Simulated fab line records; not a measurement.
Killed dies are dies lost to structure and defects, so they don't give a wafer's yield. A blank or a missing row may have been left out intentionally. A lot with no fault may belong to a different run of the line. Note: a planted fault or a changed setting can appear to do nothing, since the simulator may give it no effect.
fab line records + flow n5-finfet + part 2 of 2: steps 28 to 36 of 36
record:
- lots: 5
- wafers: 15
- last-day: 15
route steps=1938 shown BEOL_M1@804
lots untouched by any fault: they come from a run of this same line in which no faults occurred
start-h: start of the lot's first displayed wafer, in hours after the record's first day + wait-h: hours since the lot's step before + " unchanged from the row above + L1.1+2: several wafers, shown together as one row + - value missing, or start not given + * or withheld: withheld + < > ~ a bound
route shown NAME@n: NAME is a module with steps in the file, n the number in the route of the first one + usual: mean/standard deviation taken from wafers without a fault + same: alike in all rows + chamber/n: place in a boat + sites: the reading at each site + _std_site: the values' standard deviation + _edge_site: the outer-site mean with the inner-site mean subtracted + radius-mm: how far each site lies from the wafer's centre + mask NAME#n: copy n + behind: tool/chamber where the wafer was last shaped + hold: what put the lot on hold/how long, in hours/how the hold closed + device: whichever transistor did not switch (one of n, p or np) + end of line: the route-end tests of the same wafers + for a step that has no rows: nothing shown but its recipe + killed: at the first sort, the dies lost to defects and structure; wafer yield is something else + map: per-die view of a wafer (x killed, . not killed, _ where there is no die)
set.NAME: setting as actually run; set.NAME@STEP: the setting as run at that earlier step + model.NAME: the simulator's own value behind a step, which no gauge read
lots at selected steps of the route; one table per step, one row per wafer
services: from which hour (start-h, from the record's first day; less than 0 if before it) a tool's chamber was out of use, for how many hours, and why
== steps ==
step: N5_BEOL_M1_ECD_50
recipe:
- material: Cu
- target-thk-a: 3000
| lot.wafer  | tool      | chamber | start-h | wait-h |
|------------|-----------|---------|---------|--------|
| L074.2+3+6 | ecd-cu-01 | 0,0,1   | 129.10  | 0.1    |
| L076.1+4+6 | ecd-cu-01 | 0,1,0   | 141.76  | 0.1    |
| L080.1+4+6 | ecd-cu-01 | 0,1,1   | 167.69  | 0.1    |
| L085.1+2+3 | ecd-cu-01 | 1,0,1   | 192.99  | 0.1    |
| L087.1+4+5 | ecd-cu-02 | 1       | 206.66  | 0.1    |
step: N5_BEOL_M1_ANNEAL_51
recipe:
- temp-c: 225
- time-s: 90
- ambient: N2
usual:
- wafer_temp_C_max: 226.2/0.34
| lot.wafer | tool          | chamber | start-h | wait-h | wafer_temp_C_max |
|-----------|---------------|---------|---------|--------|------------------|
| L074.2    | rtp-anneal-01 | 0       | 129.22  | 0.1    | 226.6            |
| L074.3    | "             | 0       | "       | "      | 226.2            |
| L074.6    | "             | 0       | "       | "      | 225.8            |
| L076.1    | rtp-anneal-01 | 0       | 141.84  | 0.1    | 226.4            |
| L076.4    | "             | 0       | "       | "      | 226.6            |
| L076.6    | "             | 0       | "       | "      | 226.6            |
| L080.1    | rtp-anneal-02 | 0       | 167.77  | 0.1    | 226.2            |
| L080.4    | "             | 0       | "       | "      | 225.8            |
| L080.6    | "             | 0       | "       | "      | 226.2            |
| L085.1    | rtp-anneal-02 | 0       | 193.07  | 0.1    | 225.6            |
| L085.2    | "             | 0       | "       | "      | 226.0            |
| L085.3    | "             | 0       | "       | "      | 226.3            |
| L087.1    | rtp-anneal-02 | 0       | 206.87  | 0.2    | 226.1            |
| L087.4    | "             | 0       | "       | "      | 225.8            |
| L087.5    | "             | 0       | "       | "      | 225.9            |
step: N5_BEOL_M1_CMP_52
recipe:
- stop-on: SiOC
- t-overpolish-s: 6.8
- down-force-psi: 1
- platen-rpm: 50
- clearing-platen-down-force-psi: 1.5
- clearing-platen-rpm: 50
- post-cmp-clean: cu-alkaline
- target-thk-nm: 40
- clearing-platen-pad-velocity-m-s: 0.99484
- pad-velocity-m-s: 0.99484
usual:
- barrier-field-endpoint-s: 25.1/0.75
- motor-current-A: 6.1/0.67
- overpolish-run-s: 6.801/0.0094
- time-to-endpoint-s: 64/4.3
| lot.wafer | tool   | chamber | start-h | wait-h | barrier-field-endpoint-s | motor-current-A | overpolish-run-s | time-to-endpoint-s |
|-----------|--------|---------|---------|--------|--------------------------|-----------------|------------------|--------------------|
| L074.2    | cmp-01 | 1       | 129.51  | 0.2    | 24.4                     | 6.1             | 6.812            | 60                 |
| L074.3    | "      | 2       | "       | "      | 25.7                     | 7.2             | 6.809            | 68                 |
| L074.6    | "      | 1       | "       | "      | 25.2                     | 5.8             | 6.782            | 62                 |
| L076.4    | cmp-01 | 3       | 142.14  | 0.1    | 24.9                     | 5.9             | 6.800            | 65                 |
| L076.1    | "      | 2       | "       | "      | 24.9                     | 7.4             | 6.785            | 66                 |
| L076.6    | "      | 0       | "       | "      | 24.7                     | 6.5             | 6.796            | 61                 |
| L080.4    | cmp-01 | 3       | 168.06  | 0.1    | 25.1                     | 5.7             | 6.803            | 67                 |
| L080.1    | "      | 0       | "       | "      | 24.4                     | 6.5             | 6.797            | 63                 |
| L080.6    | "      | 3       | "       | "      | 25.6                     | 6.0             | 6.799            | 65                 |
| L085.2    | cmp-04 | 3       | 193.36  | 0.2    | 25.3                     | 5.8             | 6.797            | 64                 |
| L085.3    | "      | 0       | "       | "      | 26.6                     | 5.1             | 6.810            | 71                 |
| L085.1    | "      | 2       | "       | "      | 25.0                     | 5.8             | 6.799            | 64                 |
| L087.1    | cmp-04 | 1       | 207.17  | 0.3    | 23.7                     | 6.8             | 6.793            | 62                 |
| L087.4    | "      | 3       | "       | "      | 24.3                     | 5.6             | 6.793            | 64                 |
| L087.5    | "      | 2       | "       | "      | 25.0                     | 5.8             | 6.803            | 64                 |
step: N5_BEOL_M1_THK_MEAS_53
recipe:
- thk-meas-gauge: xrf
- reads: Cu_of_BEOL_M1_ECD_50
usual:
- M1_THK: 40.2/1.9
| lot.wafer | tool          | chamber | start-h | wait-h | M1_THK[nm] |
|-----------|---------------|---------|---------|--------|------------|
| L074.2    | film-metro-02 | -       | 129.77  | -      | 39.3       |
| L074.3    | "             | -       | "       | "      | 37.3       |
| L074.6    | "             | -       | "       | "      | 38.9       |
| L076.1    | film-metro-02 | -       | 142.43  | -      | 39.5       |
| L076.4    | "             | -       | "       | "      | 42.3       |
| L076.6    | "             | -       | "       | "      | 38.9       |
| L080.1    | film-metro-01 | -       | 168.36  | -      | 37.5       |
| L080.4    | "             | -       | "       | "      | 40.6       |
| L080.6    | "             | -       | "       | "      | 39.9       |
| L085.1    | film-metro-02 | -       | 193.66  | -      | 38.3       |
| L085.2    | "             | -       | "       | "      | 38.6       |
| L085.3    | "             | -       | "       | "      | 41.2       |
| L087.1    | film-metro-01 | -       | 207.46  | -      | 37.9       |
| L087.4    | "             | -       | "       | "      | 43.3       |
| L087.5    | "             | -       | "       | "      | 41.8       |
step: N5_BEOL_M1_PRE_CLEAN_60
recipe:
- gas: NH3/H2
- time-s: 15
- temp-c: *
- rf-power-w: 300
usual:
- heater-power-w: 84/5.9
| lot.wafer | tool      | chamber | start-h | wait-h | heater-power-w |
|-----------|-----------|---------|---------|--------|----------------|
| L074.2    | cvd-co-01 | 2       | 129.80  | 0.0    | 77             |
| L074.3    | "         | 0       | "       | "      | 81             |
| L074.6    | "         | 1       | "       | "      | 90             |
| L076.1    | cvd-co-02 | 0       | 142.47  | 0.0    | 89             |
| L076.4    | "         | 0       | "       | "      | 84             |
| L076.6    | "         | 1       | "       | "      | 75             |
| L080.1    | cvd-co-01 | 2       | 168.40  | 0.0    | 76             |
| L080.4    | "         | 2       | "       | "      | 76             |
| L080.6    | "         | 0       | "       | "      | 81             |
| L085.1    | cvd-co-02 | 0       | 193.70  | 0.0    | 87             |
| L085.2    | "         | 2       | "       | "      | 89             |
| L085.3    | "         | 1       | "       | "      | 77             |
| L087.1    | cvd-co-02 | 0       | 207.50  | 0.0    | 88             |
| L087.4    | "         | 1       | "       | "      | 78             |
| L087.5    | "         | 0       | "       | "      | 86             |
step: N5_BEOL_M1_CO_CAP_55
recipe:
- material: Co
- target-thk-a: 20
- temp-c: 200
- precursor: CCTBA/H2
- pressure-torr: 30
- time-s: 102.1
usual:
- heater-power-w: 234/8.2
| lot.wafer | tool      | chamber | start-h | wait-h | heater-power-w |
|-----------|-----------|---------|---------|--------|----------------|
| L074.2    | cvd-co-01 | 2       | 129.84  | 0.0    | 224            |
| L074.3    | "         | 0       | "       | "      | 228            |
| L074.6    | "         | 1       | "       | "      | 238            |
| L076.1    | cvd-co-02 | 0       | 142.51  | 0.0    | 230            |
| L076.4    | "         | 0       | "       | "      | 237            |
| L076.6    | "         | 1       | "       | "      | 224            |
| L080.1    | cvd-co-01 | 2       | 168.44  | 0.0    | 224            |
| L080.4    | "         | 2       | "       | "      | 219            |
| L080.6    | "         | 0       | "       | "      | 233            |
| L085.1    | cvd-co-02 | 0       | 193.74  | 0.0    | 235            |
| L085.2    | "         | 2       | "       | "      | 238            |
| L085.3    | "         | 1       | "       | "      | 223            |
| L087.1    | cvd-co-02 | 0       | 207.54  | 0.0    | 239            |
| L087.4    | "         | 1       | "       | "      | 229            |
| L087.5    | "         | 0       | "       | "      | 240            |
step: N5_BEOL_M1_PRE_CLEAN_56
recipe:
- gas: NH3
- time-s: 15
- temp-c: withheld
- rf-power-w: 300
| lot.wafer  | tool     | chamber | start-h | wait-h |
|------------|----------|---------|---------|--------|
| L074.2+3+6 | pecvd-04 | 0,2,0   | 129.94  | 0.1    |
| L076.1+4+6 | pecvd-03 | 2,1,2   | 142.60  | 0.1    |
| L080.1+4+6 | pecvd-03 | 0,0,2   | 168.53  | 0.1    |
| L085.1+2+3 | pecvd-04 | 2,1,0   | 193.83  | 0.1    |
| L087.1+4+5 | pecvd-03 | 1       | 207.63  | 0.1    |
step: N5_BEOL_M1_DEP_57
recipe:
- material: SiCN
- target-thk-a: 80
- temp-c: withheld
- precursor: 3MS/NH3
- pressure-torr: 3
- rf-w: 202
- time-s: 14
usual:
- showerhead-plenum-p-Torr: 3.662/0.012
- showerhead-vpp-V: 870/36
- throttle-valve-pct: 9.1/0.67
| lot.wafer | tool     | chamber | start-h | wait-h | showerhead-plenum-p-Torr | showerhead-vpp-V | throttle-valve-pct |
|-----------|----------|---------|---------|--------|--------------------------|------------------|--------------------|
| L074.2    | pecvd-04 | 0       | 129.96  | 0.0    | 3.661                    | 905              | 9.4                |
| L074.3    | "        | 2       | "       | "      | 3.654                    | 854              | 8.3                |
| L074.6    | "        | 0       | "       | "      | 3.656                    | 895              | 9.7                |
| L076.1    | pecvd-03 | 2       | 142.63  | 0.0    | 3.660                    | 939              | 8.6                |
| L076.4    | "        | 1       | "       | "      | 3.689                    | 840              | 9.2                |
| L076.6    | "        | 2       | "       | "      | 3.661                    | 954              | 8.8                |
| L080.1    | pecvd-03 | 0       | 168.56  | 0.0    | 3.657                    | 829              | 8.7                |
| L080.4    | "        | 0       | "       | "      | 3.671                    | 843              | 8.5                |
| L080.6    | "        | 2       | "       | "      | 3.654                    | 953              | 9.1                |
| L085.1    | pecvd-04 | 2       | 193.85  | 0.0    | 3.658                    | 857              | 8.0                |
| L085.2    | "        | 1       | "       | "      | 3.665                    | 898              | 10.6               |
| L085.3    | "        | 0       | "       | "      | 3.667                    | 907              | 9.6                |
| L087.1    | pecvd-03 | 1       | 207.67  | 0.0    | 3.686                    | 854              | 9.4                |
| L087.4    | "        | 1       | "       | "      | 3.697                    | 854              | 9.7                |
| L087.5    | "        | 1       | "       | "      | 3.686                    | 856              | 9.7                |
step: N5_BEOL_M1_RS_MEAS_58
recipe:
- thk-meas-gauge: four-point-probe
- reads: Co_of_BEOL_M1_CO_CAP_55+Cu_of_BEOL_M1_ECD_50+Co_of_BEOL_M1_CVD_47+TaN_of_BEOL_M1_ALD_84
usual:
- M1_RS: 0.66/0.04
| lot.wafer | tool          | chamber | start-h | wait-h | M1_RS[ohm/sq] |
|-----------|---------------|---------|---------|--------|---------------|
| L074.2    | film-metro-01 | -       | 130.03  | 0.1    | 0.67          |
| L074.3    | "             | -       | "       | "      | 0.72          |
| L074.6    | "             | -       | "       | "      | 0.68          |
| L076.1    | film-metro-02 | -       | 142.70  | 0.1    | 0.68          |
| L076.4    | "             | -       | "       | "      | 0.62          |
| L076.6    | "             | -       | "       | "      | 0.69          |
| L080.1    | film-metro-02 | -       | 168.62  | 0.0    | 0.73          |
| L080.4    | "             | -       | "       | "      | 0.66          |
| L080.6    | "             | -       | "       | "      | 0.67          |
| L085.1    | film-metro-02 | -       | 193.92  | 0.0    | 0.70          |
| L085.2    | "             | -       | "       | "      | 0.70          |
| L085.3    | "             | -       | "       | "      | 0.64          |
| L087.1    | film-metro-01 | -       | 207.75  | 0.1    | 0.71          |
| L087.4    | "             | -       | "       | "      | 0.60          |
| L087.5    | "             | -       | "       | "      | 0.63          |
== services ==
| tool           | chamber | start-h | hours | kind                          |
|----------------|---------|---------|-------|-------------------------------|
| wet-bench-05   | -       | 105.37  | 1.1   | repair                        |
| ald-metal-03   | -       | 105.92  | 14.6  | pm                            |
| cvd-co-01      | 2       | 110.34  | 1.5   | repair                        |
| wet-bench-05   | -       | 113.22  | 0.9   | repair                        |
| cvd-co-02      | 1       | 114.67  | -     | clean                         |
| cvd-co-02      | 1       | 114.67  | 22.0  | scheduled-down                |
| cvd-co-02      | 1       | 114.67  | 22.0  | vent-cycle                    |
| ecd-cu-02      | -       | 114.67  | 0.4   | repair                        |
| cvd-co-01      | -       | 117.76  | 0.6   | repair                        |
| cmp-04         | -       | 127.08  | 4.0   | pm                            |
| ald-metal-04   | -       | 128.74  | 2.2   | repair                        |
| pvd-sputter-01 | -       | 131.79  | 0.9   | repair                        |
| pecvd-03       | 1       | 151.52  | 7.0   | repair                        |
| ald-metal-03   | -       | 156.72  | 0.3   | repair                        |
| pecvd-04       | -       | 162.24  | 0.8   | repair                        |
| cvd-co-02      | -       | 164.73  | 2.8   | pm                            |
| cvd-co-02      | 0       | 176.20  | 9.3   | repair                        |
| cmp-04         | -       | 180.72  | 2.6   | repair                        |
| cmp-01         | -       | 197.28  | 2.3   | repair                        |
| pecvd-04       | 0       | 198.47  | 5.0   | repair                        |
| pecvd-03       | 2       | 202.38  | -     | clean                         |
| pecvd-03       | 2       | 202.38  | -     | consumable-replace:showerhead |
| pecvd-03       | 2       | 202.38  | 29.0  | scheduled-down                |
| pecvd-03       | 2       | 202.38  | 29.0  | vent-cycle                    |
